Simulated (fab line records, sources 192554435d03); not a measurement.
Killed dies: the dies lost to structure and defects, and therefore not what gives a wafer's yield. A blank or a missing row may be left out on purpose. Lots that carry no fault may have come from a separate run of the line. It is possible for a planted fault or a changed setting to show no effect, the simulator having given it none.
fab line records	flow n5Finfet
record lots=7	wafers=21	lastDay=17
route steps=1938 shown DUMMY_GATE@250 SD_EPI_N@282 SD_EPI_P@305 BEOL_M4@1111 PASSIVATION@1936
lots that met no fault: taken from a fault-free run of the same line
startH: start of the lot's first displayed wafer, in hours after the record's first day	waitH: hours since the lot's step before	" same as the row above	L1.1+2: one row covering several wafers at once	- no value, or no start was given	* or withheld: withheld	< > ~ a bound
route shown NAME@n: a module of which the file shows steps, and the number in the route of the first	usual: average and standard deviation across the fault-free wafers	same: alike in all rows	chamber/n: place in a boat	sites: each site's reading	_std_site: standard deviation across them	_edge_site: outer sites' mean less inner sites'	radiusMm: for every site, how far away it sits from the centre of the wafer	mask NAME#n: copy n	behind: the tool/chamber that last shaped the wafer	hold: cause of the lot's hold/its duration in hours/its outcome	device: the n, p or np transistor that did not switch	end of line: the route-end tests of the same wafers	a step with no rows: only its recipe	killed: the dies lost at the first sort to structure and to defects; this is not the yield of the wafer	map: per-die view of a wafer (x killed, . not killed, _ where there is no die)
set.NAME: the setting that was run; set.NAME@STEP: the one run at that earlier step	model.NAME: the simulator's own value behind a step, which no gauge read
a sample of lots followed through the steps of the route, with each step as a table and each wafer as a row
services: a tool's chamber out of use, with start hour (startH, from the record's first day; less than 0 if before it), hours out, and reason
## steps
# step N5_DUMMY_GATE_ETCH_42
# recipe chemistry=CHF3/O2	target=SiO2	targetDepthA=35	timeS=31	ionEnergyEv=30	biasW=12	pressureMtorr=30	sourceW=600	Ar_flow_sccm=200	CHF3_flow_sccm=50	O2_flow_sccm=5
# usual drypumpMotorCurrentA=5.84/0.26	oes_o_777_au=0.76/0.063	oesProductAu=0.76/0.068	rfVppV=42.7/0.83	showerheadPlenumPTorr=2.42/0.068	throttleValvePct=18.93/0.23
lot.wafer	tool	chamber	startH	waitH	drypumpMotorCurrentA	oes_o_777_au	oesProductAu	rfHoursCounterH	rfVppV	showerheadPlenumPTorr	throttleValvePct
L174.4	rieDiel-06	2	74.78	0.0	5.76	0.76	0.76	148	43.3	2.51	18.90
L174.5	"	1	"	"	5.95	0.74	0.72	-	43.3	2.48	18.76
L174.6	"	0	"	"	5.83	0.71	0.71	-	41.9	2.48	19.13
L176.2	rieDiel-02	1	85.27	0.1	5.90	0.74	0.73	179	43.5	2.39	19.07
L176.3	"	3	"	"	5.60	0.70	0.69	211	42.4	2.48	18.95
L176.5	"	1	"	"	5.90	0.73	0.72	-	43.1	2.39	19.07
L179.1	rieDiel-02	2	105.60	0.3	5.33	0.80	0.80	119	41.9	2.33	18.57
L179.3	"	3	"	"	5.60	0.70	0.69	217	41.2	2.48	18.95
L179.4	"	0	"	"	6.09	0.79	0.78	137	42.7	2.42	19.00
L183.2	rieDiel-04	3	132.26	0.2	5.44	0.74	0.74	199	43.2	2.40	19.01
L183.3	"	1	"	"	6.24	0.97	0.99	6	44.9	2.57	18.83
L183.6	"	3	"	"	5.44	0.74	0.75	-	42.7	2.39	19.02
L184.4	rieDiel-02	1	133.84	0.0	5.90	0.73	0.72	193	43.2	2.39	19.10
L184.5	"	1	"	"	5.91	0.74	0.73	-	42.9	2.39	19.10
L184.6	"	0	"	"	6.09	0.77	0.77	-	41.6	2.42	18.99
L191.2	rieDiel-06	2	175.99	0.0	5.77	0.74	0.73	179	42.6	2.50	18.96
L191.3	"	0	"	"	5.84	0.69	0.68	230	43.4	2.47	19.19
L191.5	"	0	"	"	5.83	0.68	0.68	-	43.1	2.47	19.17
L193.4	rieDiel-06	3	185.54	0.0	6.15	0.81	0.80	84	42.7	2.34	18.89
L193.5	"	2	"	"	5.78	0.73	0.74	-	43.6	2.50	18.96
L193.6	"	3	"	"	6.14	0.80	0.81	-	43.0	2.34	18.88
# step N5_SD_EPI_N_STRIP_38
# recipe chemistry=N2/H2	powerW=1000	tempC=250	h2Frac=0.65	overashFraction=0.3	pressureMtorr=withheld	n2FlowSccm=1750	h2FlowSccm=3250
# usual drypumpMotorCurrentA=5.67/0.21	heaterPowerW=319/25	oesProductAu=0.761/0.011
lot.wafer	tool	chamber	startH	waitH	drypumpMotorCurrentA	heaterPowerW	oesProductAu	rfHoursCounterH
L174.4	plasmaAsher-01	0	76.84	0.1	5.43	331	0.761	-
L174.5	"	0	"	"	5.45	333	0.755	-
L174.6	"	1	"	"	5.62	324	0.746	-
L176.2	plasmaAsher-01	0	89.05	0.1	5.37	326	0.772	86
L176.3	"	1	"	"	5.61	327	0.754	-
L176.5	"	1	"	"	5.61	323	0.754	-
L179.1	plasmaAsher-01	1	107.60	0.1	5.62	321	0.757	89
L179.3	"	1	"	"	5.59	320	0.763	-
L179.4	"	0	"	"	5.46	317	0.759	-
L183.2	plasmaAsher-02	1	134.41	0.1	6.00	345	0.765	54
L183.3	"	1	"	"	6.01	344	0.745	-
L183.6	"	0	"	"	5.66	278	0.777	-
L184.4	plasmaAsher-01	0	135.97	0.1	5.39	324	0.754	-
L184.5	"	1	"	"	5.63	325	0.764	-
L184.6	"	0	"	"	5.42	327	0.769	-
L191.2	plasmaAsher-02	0	178.14	0.1	5.65	287	0.750	65
L191.3	"	1	"	"	6.02	342	0.769	-
L191.5	"	1	"	"	5.95	343	0.762	-
L193.4	plasmaAsher-02	0	188.04	0.1	5.63	282	0.749	-
L193.5	"	1	"	"	5.96	342	0.754	-
L193.6	"	0	"	"	5.63	279	0.763	-
# step N5_SD_EPI_N_INSPECT_26
# recipe inspectInstrument=darkfield	mode=postEpi
# usual rawDefectCount=229/45
lot.wafer	tool	chamber	startH	waitH	rawDefectCount
L174.4	defectInspect-01	-	79.98	0.1	267
L174.5	"	-	"	"	163
L174.6	"	-	"	"	182
L176.2	defectInspect-01	-	93.07	0.2	212
L176.3	"	-	"	"	139
L176.5	"	-	"	"	179
L179.1	defectInspect-01	-	111.08	0.1	817
L179.3	"	-	"	"	811
L179.4	"	-	"	"	899
L183.2	defectInspect-01	-	137.63	0.1	216
L183.3	"	-	"	"	208
L183.6	"	-	"	"	247
L184.4	defectInspect-02	-	139.40	0.1	790
L184.5	"	-	"	"	776
L184.6	"	-	"	"	788
L191.2	defectInspect-01	-	182.03	0.3	268
L191.3	"	-	"	"	259
L191.5	"	-	"	"	353
L193.4	defectInspect-01	-	191.21	0.1	241
L193.5	"	-	"	"	252
L193.6	"	-	"	"	234
# step N5_SD_EPI_P_INSPECT_11
# recipe mode=adi	inspectInstrument=macro
# usual rawDefectCount=2.1/1.5
lot.wafer	tool	chamber	startH	waitH	rawDefectCount
L174.4	defectInspect-02	-	80.44	0.0	2
L174.5	"	-	"	"	2
L174.6	"	-	"	"	4
L176.2	defectInspect-02	-	93.53	0.0	5
L176.3	"	-	"	"	4
L176.5	"	-	"	"	1
L179.1	defectInspect-01	-	111.53	0.0	>300
L179.3	"	-	"	"	>300
L179.4	"	-	"	"	>300
L183.2	defectInspect-02	-	137.96	0.0	3
L183.3	"	-	"	"	5
L183.6	"	-	"	"	4
L184.4	defectInspect-02	-	139.91	0.0	>300
L184.5	"	-	"	"	>300
L184.6	"	-	"	"	>300
L191.2	defectInspect-01	-	183.23	0.0	1
L191.3	"	-	"	"	1
L191.5	"	-	"	"	1
L193.4	defectInspect-02	-	191.67	0.0	1
L193.5	"	-	"	"	2
L193.6	"	-	"	"	0
# step N5_SD_EPI_P_ETCH_36
# recipe chemistry=CF4	target=SiARC	targetDepthA=455	maskMaterial=CAR-ArF-block	timeS=75.8	ionEnergyEv=80	pressureMtorr=40	sourceW=545	biasW=36	Ar_flow_sccm=100	cf4FlowSccm=100	ends=cleared
# usual drypumpMotorCurrentA=5.80/0.28	etchRfOnTimeS=75.6/1.5	oesProductAu=0.66/0.069	rfVppV=184.2/1.2	showerheadPlenumPTorr=2.15/0.066	throttleValvePct=15.70/0.28
lot.wafer	tool	chamber	startH	waitH	drypumpMotorCurrentA	etchRfOnTimeS	oesProductAu	rfHoursCounterH	rfVppV	showerheadPlenumPTorr	throttleValvePct
L174.4	rieDiel-04	0	80.51	0.0	5.86	74.2	0.68	118	186.8	2.23	15.89
L174.5	"	2	"	"	5.80	73.7	0.84	-	184.5	2.10	14.90
L174.6	"	1	"	"	6.24	76.4	0.58	-	181.6	2.03	16.02
L176.2	rieDiel-06	1	93.69	0.0	5.94	76.3	0.62	218	185.3	2.20	15.67
L176.3	"	3	"	"	6.17	76.2	0.72	55	183.8	2.09	15.65
L176.5	"	2	"	"	5.76	73.6	0.66	-	185.1	2.23	15.74
L179.1	rieDiel-02	1	111.60	0.0	5.88	75.7	0.63	187	184.2	2.13	15.91
L179.3	"	3	"	"	5.60	78.7	0.59	219	185.5	2.20	15.85
L179.4	"	0	"	"	6.09	77.5	0.66	139	183.6	2.15	15.81
L183.2	rieDiel-02	1	138.03	0.0	5.88	75.7	0.62	195	183.1	2.12	15.94
L183.3	"	3	"	"	5.58	77.8	0.58	227	184.5	2.20	15.85
L183.6	"	2	"	"	5.29	76.8	0.66	-	182.2	2.07	15.41
L184.4	rieDiel-02	3	140.00	0.0	5.59	78.3	0.58	228	184.9	2.20	15.84
L184.5	"	3	"	"	5.57	77.6	0.58	-	185.8	2.20	15.85
L184.6	"	2	"	"	5.31	75.6	0.67	-	180.8	2.07	15.40
L191.2	rieDiel-02	1	183.29	0.0	5.89	74.9	0.61	209	183.3	2.12	15.96
L191.3	"	0	"	"	6.08	76.7	0.64	160	184.7	2.14	15.84
L191.5	"	3	"	"	5.58	76.9	0.58	-	185.6	2.20	15.88
L193.4	rieDiel-04	0	191.73	0.0	5.83	74.2	0.66	154	184.9	2.22	15.96
L193.5	"	3	"	"	5.47	73.9	0.62	-	183.1	2.12	15.85
L193.6	"	2	"	"	5.79	73.4	0.78	-	183.6	2.09	14.97
# step N5_SD_EPI_P_ETCHBACK_46
# recipe chemistry=CH3F/O2	mode=anisotropicEtchback	target=SiNx	targetDepthA=175	stopOn=SiO2	overEtchFrac=0.3	ionEnergyEv=120	pressureMtorr=30	sourceW=395	biasW=73	Ar_flow_sccm=150	CH3F_flow_sccm=30	O2_flow_sccm=20
# usual drypumpMotorCurrentA=5.80/0.28	oes_o_777_au=0.77/0.075	oesProductAu=0.66/0.063	rfVppV=298.0/2.6	showerheadPlenumPTorr=2.01/0.063	throttleValvePct=16.44/0.27
lot.wafer	tool	chamber	startH	waitH	drypumpMotorCurrentA	oes_o_777_au	oesProductAu	rfHoursCounterH	rfVppV	showerheadPlenumPTorr	throttleValvePct
L174.4	rieDiel-04	0	80.89	0.0	5.85	0.80	0.68	118	299.4	2.08	16.58
L174.5	"	2	"	"	5.84	0.97	0.82	-	301.1	1.96	15.64
L174.6	"	1	"	"	6.26	0.69	0.58	-	291.9	1.89	16.77
L176.2	rieDiel-06	1	94.07	0.0	5.97	0.73	0.62	218	305.1	2.06	16.41
L176.3	"	3	"	"	6.16	0.84	0.72	55	300.2	1.95	16.39
L176.5	"	2	"	"	5.77	0.77	0.64	-	301.0	2.08	16.47
L179.1	rieDiel-02	1	111.98	0.0	5.90	0.73	0.62	187	300.0	1.99	16.66
L179.3	"	3	"	"	5.59	0.70	0.60	219	296.9	2.06	16.53
L179.4	"	0	"	"	6.06	0.77	0.67	139	297.6	2.01	16.57
L183.2	rieDiel-02	1	138.41	0.0	5.90	0.71	0.62	195	299.9	1.98	16.68
L183.3	"	3	"	"	5.60	0.70	0.60	227	295.8	2.05	16.53
L183.6	"	2	"	"	5.34	0.79	0.67	-	294.9	1.93	16.16
L184.4	rieDiel-02	3	140.38	0.0	5.60	0.69	0.59	229	295.0	2.05	16.54
L184.5	"	3	"	"	5.59	0.70	0.59	-	295.5	2.05	16.53
L184.6	"	2	"	"	5.31	0.78	0.67	-	296.4	1.93	16.17
L191.2	rieDiel-02	1	183.67	0.0	5.90	0.70	0.61	209	299.8	1.98	16.71
L191.3	"	0	"	"	6.07	0.75	0.65	160	297.9	2.00	16.60
L191.5	"	3	"	"	5.58	0.69	0.59	-	295.0	2.05	16.58
L193.4	rieDiel-04	0	192.11	0.0	5.81	0.77	0.66	154	298.2	2.07	16.66
L193.5	"	3	"	"	5.47	0.73	0.62	-	294.5	1.98	16.59
L193.6	"	2	"	"	5.80	0.90	0.76	-	300.5	1.96	15.71
# step N5_SD_EPI_P_INSPECT_26
# recipe inspectInstrument=darkfield	mode=postEpi
# usual rawDefectCount=200/40
lot.wafer	tool	chamber	startH	waitH	rawDefectCount
L174.4	defectInspect-02	-	84.21	0.0	274
L174.5	"	-	"	"	136
L174.6	"	-	"	"	220
L176.2	defectInspect-02	-	97.37	0.0	203
L176.3	"	-	"	"	144
L176.5	"	-	"	"	180
L179.1	defectInspect-02	-	115.29	0.0	802
L179.3	"	-	"	"	823
L179.4	"	-	"	"	833
L183.2	defectInspect-02	-	142.56	0.0	170
L183.3	"	-	"	"	190
L183.6	"	-	"	"	197
L184.4	defectInspect-01	-	143.71	0.0	714
L184.5	"	-	"	"	729
L184.6	"	-	"	"	737
L191.2	defectInspect-02	-	186.98	0.0	214
L191.3	"	-	"	"	232
L191.5	"	-	"	"	256
L193.4	defectInspect-01	-	195.42	0.0	251
L193.5	"	-	"	"	185
L193.6	"	-	"	"	196
# step N5_BEOL_M4_RC_MEAS_101
# usual DIBL_N=36.3/1.4	DIBL_P=35.7/1.5	IOFF_N=0.155/0.022	IOFF_P=0.204/0.027	ION_N=671/9	ION_P=459/6.2	SS_N=71.5/0.54	SS_P=73.1/0.56	VT_N=250.2/2.6	VT_P=-251/3.3
lot.wafer	tool	chamber	startH	waitH	DIBL_N[mV/V]	DIBL_P[mV/V]	IOFF_N[nA/um]	IOFF_P[nA/um]	ION_N[uA/um]	ION_P[uA/um]	SS_N[mV/dec]	SS_P[mV/dec]	VT_N[mV]	VT_P[mV]
L174.4	prober-02	0	191.64	0.5	36.2	35.2	0.150	0.229	666	468	71.1	73.1	252.7	-247
L174.5	"	0	"	"	34.4	33.4	0.129	0.214	670	471	70.6	72.0	251.9	-250
L174.6	"	0	"	"	36.4	34.8	0.161	0.235	667	461	70.9	73.4	248.3	-247
L176.2	prober-01	0	209.97	0.2	39.1	38.6	0.197	0.257	682	466	72.3	73.6	247.3	-245
L176.3	"	0	"	"	38.6	37.1	0.182	0.242	665	454	71.6	74.0	248.6	-246
L176.5	"	0	"	"	38.9	37.1	0.195	0.238	678	458	73.4	73.4	250.4	-249
L179.1	prober-01	0	232.23	0.0	34.8	33.3	0.128	0.189	669	468	72.3	73.1	252.8	-247
L179.3	"	0	"	"	36.0	35.0	0.153	0.218	679	465	71.9	72.9	248.1	-248
L179.4	"	0	"	"	36.4	35.6	0.152	0.225	662	464	71.5	72.9	250.0	-247
L183.2	prober-01	0	247.77	0.2	35.8	33.7	0.151	0.171	668	451	72.0	73.8	252.2	-260
L183.3	"	0	"	"	36.0	34.3	0.158	0.180	682	462	70.8	73.5	250.4	-255
L183.6	"	0	"	"	36.3	33.9	0.159	0.179	673	457	71.1	74.0	250.6	-255
L184.4	prober-01	0	253.56	0.5	36.8	34.0	0.151	0.169	666	454	71.4	72.9	248.8	-257
L184.5	"	0	"	"	36.0	33.6	0.138	0.161	667	451	71.5	72.5	253.7	-254
L184.6	"	0	"	"	35.6	33.8	0.136	0.166	671	457	71.4	73.1	252.2	-256
L191.2	prober-02	0	294.24	0.2	37.1	36.6	0.183	0.232	679	465	71.5	72.9	246.5	-248
L191.3	"	0	"	"	36.2	35.7	0.157	0.210	667	458	71.2	72.2	250.3	-249
L191.5	"	0	"	"	37.1	37.5	0.176	0.248	677	468	71.0	73.3	246.7	-245
L193.4	prober-01	0	307.64	0.5	35.3	34.7	0.137	0.179	669	460	71.7	72.8	250.5	-255
L193.5	"	0	"	"	37.3	35.9	0.166	0.192	671	452	71.9	72.1	249.3	-252
L193.6	"	0	"	"	35.1	34.5	0.135	0.178	668	457	71.5	72.3	253.9	-253
# step N5_PASSIVATION_PROBE_49
# usual defectLimitedYield=91.0/1.5	killed_at_M0_to_M3=36/12	killed_at_M4_up=14/5.5	killedAtContacts=11/4.8	killedAtFrontEnd=42/12	killedAtOther=3.7/2.7	killedDies=106/18	killedOnRim=13/4.5	killedOpen=70/13	killedShort=35/8.2	sort_bin_5_function=5.3/1	sort_bin_6_memory=3.3/0.69	sortNPass=1074/18	sortYieldPct=91.0/1.5
# same grossDies=1180	killedAtBackSide=0	sort_bin_4_leakage[%]=0	sort_bin_8_speed[%]=0
lot.wafer	tool	chamber	startH	waitH	defectLimitedYield[%]	killed_at_M0_to_M3	killed_at_M4_up	killedAtContacts	killedAtFrontEnd	killedAtOther	killedDies	killedOnRim	killedOpen	killedShort	sort_bin_5_function[%]	sort_bin_6_memory[%]	sortNPass	sortYieldPct[%]
L179.1	prober-01	-	332.72	0.0	82.7	31	14	12	144	3	204	30	73	27	10.7	4.2	976	82.7
L179.3	prober-01	-	332.82	0.1	83.2	34	11	6	141	6	198	29	65	33	10.4	4.3	982	83.2
L179.4	prober-01	-	332.87	0.2	78.7	48	25	3	169	6	251	23	81	49	13.8	5.3	929	78.7
L184.4	prober-01	-	348.74	0.2	78.6	57	13	7	172	3	252	34	72	53	14.7	4.1	928	78.6
L184.5	prober-01	-	348.79	0.3	82.5	55	15	12	124	0	206	32	67	38	12.1	3.4	974	82.5
L184.6	prober-01	-	348.84	0.3	81.7	44	6	13	151	2	216	15	60	36	12.4	3.6	964	81.7
# killed by level:class
L179.1 SD_EPI_N:unspecified=99 STI_FIN_REVEAL:geometricParticle:open=11 MOL_CONTACT_COAG:geometricParticle:open=11 FIN_SAQP:geometricParticle:open=10 BEOL_M3:geometricParticle:open=8 FIN_SAQP:geometricParticle:short=7 BEOL_M0_SAQP:geometricParticle:short=5 BEOL_M0_SAQP:geometricParticle:open=5
L179.3 SD_EPI_N:unspecified=98 STI_FIN_REVEAL:geometricParticle:open=14 GATE_CUT:geometricParticle:short=11 BEOL_M1:geometricParticle:open=10 BEOL_M2:geometricParticle:open=9 BEOL_M0_SAQP:geometricParticle:open=6 FIN_SAQP:geometricParticle:short=5 BEOL_M0_SAQP:geometricParticle:short=5
L179.4 SD_EPI_N:unspecified=119 STI_FIN_REVEAL:geometricParticle:open=13 BEOL_M0_SAQP:geometricParticle:open=9 BEOL_M3:geometricParticle:open=9 BEOL_M4:geometricParticle:open=9 FIN_SAQP:geometricParticle:short=8 GATE_CUT:geometricParticle:short=8 BEOL_M0_SAQP:geometricParticle:short=7
L184.4 SD_EPI_N:unspecified=125 BEOL_M0_SAQP:geometricParticle:short=14 BEOL_M1:geometricParticle:open=12 FIN_SAQP:geometricParticle:short=9 BEOL_M0_SAQP:geometricParticle:open=9 STI_FIN_REVEAL:geometricParticle:open=8 GATE_CUT:geometricParticle:short=6 BEOL_M2:geometricParticle:open=6
L184.5 SD_EPI_N:unspecified=98 BEOL_M2:geometricParticle:open=13 BEOL_M1:geometricParticle:open=12 BEOL_M1:geometricParticle:short=8 MOL_CONTACT_COAG:geometricParticle:open=8 BEOL_M0_SAQP:geometricParticle:open=8 BEOL_M0_SAQP:geometricParticle:short=7 STI_FIN_REVEAL:geometricParticle:open=6
L184.6 SD_EPI_N:unspecified=119 BEOL_M2:geometricParticle:open=11 MOL_CONTACT_COAG:geometricParticle:open=10 FIN_SAQP:geometricParticle:short=8 BEOL_M0_SAQP:geometricParticle:open=8 BEOL_M0_SAQP:geometricParticle:short=7 BEOL_M2:geometricParticle:short=6 BEOL_M3:geometricParticle:open=6
## services
tool	chamber	startH	hours	kind
rieDiel-04	2	55.43	-	clean
rieDiel-04	2	55.43	-	consumableReplace:focusRing
rieDiel-04	2	55.43	15.9	scheduledDown
rieDiel-04	2	55.43	15.9	ventCycle
plasmaAsher-02	-	62.00	1.0	repair
rieDiel-04	2	86.03	7.0	repair
rieDiel-04	1	100.17	-	clean
rieDiel-04	1	100.17	-	consumableReplace:focusRing
rieDiel-04	1	100.17	-	consumableReplace:showerhead
rieDiel-04	1	100.17	13.7	scheduledDown
rieDiel-04	1	100.17	13.7	ventCycle
plasmaAsher-01	-	133.07	2.8	pm
rieDiel-06	1	133.57	9.6	repair
rieDiel-04	3	137.47	4.1	repair
plasmaAsher-02	-	141.78	0.4	repair
plasmaAsher-01	-	142.27	1.8	repair
rieDiel-04	2	146.42	8.2	repair
rieDiel-04	-	173.81	2.7	repair
## key
firstSign step=N5_SD_EPI_N_INSPECT_26	reading=rawDefectCount	direction=up	sigmas=13	usual=229	struck=814
effect step=N5_SD_EPI_P_INSPECT_11	reading=rawDefectCount	direction=up	sigmas=99+	usual=2.1	struck=>300
effect step=N5_SD_EPI_P_INSPECT_26	reading=rawDefectCount	direction=up	sigmas=14	usual=200	struck=773
effect step=N5_PASSIVATION_PROBE_49	reading=killedAtFrontEnd	direction=up	sigmas=8.9	usual=42	struck=150
moreKillsBornAt N5_SD_EPI_N_STRIP_38@plasmaAsher-01=658
metAt N5_SD_EPI_N_STRIP_38
struckLots L179,L184
notActingAt N5_DUMMY_GATE_ETCH_42,N5_SD_EPI_P_ETCH_36,N5_SD_EPI_P_ETCHBACK_46
onsetBetween 89.05 107.60
fault kind=chamberParticleSource	tool=plasmaAsher-01	chamber=-	onsetH=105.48	steps=N5_SD_EPI_N_STRIP_38	ratePerVisitCm2=0.92883	endH=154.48
